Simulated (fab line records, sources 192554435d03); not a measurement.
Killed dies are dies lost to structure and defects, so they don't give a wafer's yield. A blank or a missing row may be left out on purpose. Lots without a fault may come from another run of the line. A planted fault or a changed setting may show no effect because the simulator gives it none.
A struck lot beside a sound one | flow n5_finfet | 37 steps out of a route of 1938
Sound: wafers L755.1, L755.2, L755.5. Struck: wafer L768.2. (L768.1, L768.5 of the same lot were not struck and are left out.) The cause comes at the end.
At each step with rows: each side's tool, then ch and its chambers, then its first start. Under that, the readings that differ: sound wafers | struck wafers | difference of the means | sigmas: that difference in standard deviations of wafers without a fault.
alike: readings whose means differ by less than 2 such deviations, and words and numbers that are the same on both sides. not compared: withheld readings, readings that some wafer has no value for, bounds like >300 that may hide the same value, and numbers for which the record gives no deviation and whose values overlap.
The two part at a step that has a row with sigmas, a row that says differs or no value, or rows on one side only. Numbers that don't overlap but have no deviation are shown without sigmas and don't part them. A reading that every wafer of one side lacks parts them only if that side has two wafers or more.

first, 11 steps without rows for these wafers: N5_BEOL_M6_PRECLEAN_42 (cleans in residue remover, time 60 s); N5_BEOL_M6_SRD_43 (time 30 s); N5_BEOL_M6_CURE_75 (cures SiCOH lowk, time 120 s); N5_BEOL_M6_DEGAS_44 (time 60 s); N5_BEOL_M6_PRE_CLEAN_45 (time 30 s); N5_BEOL_M6_ALD_77 (deposits TaN, target thk 2 nm, pulse time 2 s, purge time 3 s); N5_BEOL_M6_SURFACE_TREAT_79; N5_BEOL_M6_CVD_78 (deposits Co from CCTBA/H2, target thk 2 nm, time 142.3 s); N5_BEOL_M6_SPUTTER_48 (material Cu, target thk 10 nm, time 1.667 s); N5_BEOL_M6_ECD_50 (material Cu, target thk 300 nm); N5_BEOL_M6_ANNEAL_51 (time 90 s).
N5_BEOL_M6_CMP_52: polishes, stops on SiCOH lowk, t overpolish 6.9 s, target thk 80 nm.
  sound on cmp-02 ch 2,3, day 9 02:54; struck on cmp-02 ch 0, day 12 03:29
  reading                | sound          | struck | difference | sigmas
  time_to_endpoint_s (s) | 58.9 60.8 62.4 | 67.4   | +6.7       | +2
  alike: barrier_field_endpoint_s, edge_zone_pressure_frac, motor_current_A, overpolish_run_s, retaining_ring_pressure_frac
  not compared: pad_life_wafers
then, 2 steps without rows for these wafers: N5_BEOL_M6_PRE_CLEAN_55 (time 15 s); N5_BEOL_M6_DEP_56 (deposits SiCN from 3MS/NH3, target thk 10 nm, time 17.5 s).
N5_BEOL_M6_INSPECT_58: inspects for defects (darkfield).
  sound on defect_inspect-01, day 9 03:23; struck on defect_inspect-01, day 12 03:56
  reading          | sound    | struck | difference | sigmas
  raw_defect_count | 86 58 61 | 519    | +451       | +16
then, 12 steps without rows for these wafers: N5_BEOL_M7_ILD_DEP_00 (deposits SiCOH lowk from DEMS/porogen, target thk 179.75 nm, time 33.4 s); N5_BEOL_M7_CURE_74 (cures SiCOH lowk, time 240 s); N5_BEOL_M7_PECVD_70 (deposits SiO2 from TEOS/O2, target thk 20 nm, time 22.7 s); N5_BEOL_M7_HM_DEP_02 (deposits TiN, target thk 20 nm); N5_BEOL_M7_COAT_59 (time 60 s, resist thk 100 nm); N5_BEOL_M7_COAT_60 (time 60 s, resist thk 35 nm); N5_BEOL_M7_COAT_05 (resist thk 90 nm); N5_BEOL_M7_EBR_07; N5_BEOL_M7_SOFTBAKE_06 (time 60 s); N5_BEOL_M7_EXPOSE_08 (exposes mask M7); N5_BEOL_M7_PEB_09 (peb time 60 s); N5_BEOL_M7_DEVELOP_10 (develop time 30 s).
N5_BEOL_M7_INSPECT_13: inspects for defects (brightfield).
  sound on defect_inspect-02, day 9 05:58; struck on defect_inspect-01, day 12 06:20
  reading          | sound       | struck | difference | sigmas
  raw_defect_count | 437 282 381 | 821    | +454       | +6
then, 7 steps without rows for these wafers: N5_BEOL_M7_DESCUM_16 (chemistry O2, time 7.9 s); N5_BEOL_M7_ETCH_61 (etches SiARC in CF4, target depth 45.5 nm, time 75.8 s); N5_BEOL_M7_ETCH_62 (etches SOC in N2/H2, target depth 110 nm, overetch 22 nm, time 165 s); N5_BEOL_M7_STRIP_68 (strips in N2/H2); N5_BEOL_M7_STRIP_67 (strips in CF4); N5_BEOL_M7_HM_OPEN_17 (chemistry Cl2/BCl3, target TiN, target depth 20 nm, overetch 6 nm); N5_BEOL_M7_STRIP_19 (strips in O2).
N5_BEOL_M7_INSPECT_30: inspects for defects (brightfield).
  sound on defect_inspect-01, day 9 07:45; struck on defect_inspect-02, day 12 08:19
  reading          | sound       | struck | difference | sigmas
  raw_defect_count | 398 266 320 | 922    | +594       | +7
-- the record jumps here: 4 days lie between the struck wafers' starts before and after (it left off in module BEOL_M7 and takes up again in module PASSIVATION, whose first step shown is number 1936 of the route) --
N5_PASSIVATION_PROBE_49:
  sound on prober-02, day 12 07:44; struck on prober-02, day 15 20:28
  reading                  | sound          | struck | difference | sigmas
  defect_limited_yield (%) | 92.4 89.7 91.3 | 64.0   | -27.1      | -19
  killed_at_M4_up          | 16 13 20       | 368    | +352       | +66
  killed_at_other          | 1 2 0          | 6      | +5         | +2
  killed_dies              | 90 121 103     | 425    | +320       | +19
  killed_on_rim            | 8 17 12        | 57     | +45        | +11
  killed_open              | 63 84 73       | 43     | -30        | -2
  sort_bin_5_function (%)  | 5.0 5.3 4.9    | 23.0   | +17.9      | +19
  sort_bin_6_memory (%)    | 2.2 4.7 3.5    | 10.6   | +7.1       | +10
  sort_bin_8_speed (%)     | 0 0.08 0       | 0      | +0         | -4
  sort_n_pass              | 1090 1058 1077 | 755    | -320       | -19
  sort_yield_pct (%)       | 92.4 89.7 91.3 | 64.0   | -27.1      | -19
  alike: killed_at_M0_to_M3, killed_at_contacts, killed_at_front_end, killed_short

WHERE THEY PART
First at N5_BEOL_M6_CMP_52; last, within this record, at N5_PASSIVATION_PROBE_49.

WHY: what the simulator had put in
Chamber particle source: cmp-02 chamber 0, from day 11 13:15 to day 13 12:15, at N5_BEOL_M6_CMP_52. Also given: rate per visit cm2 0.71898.
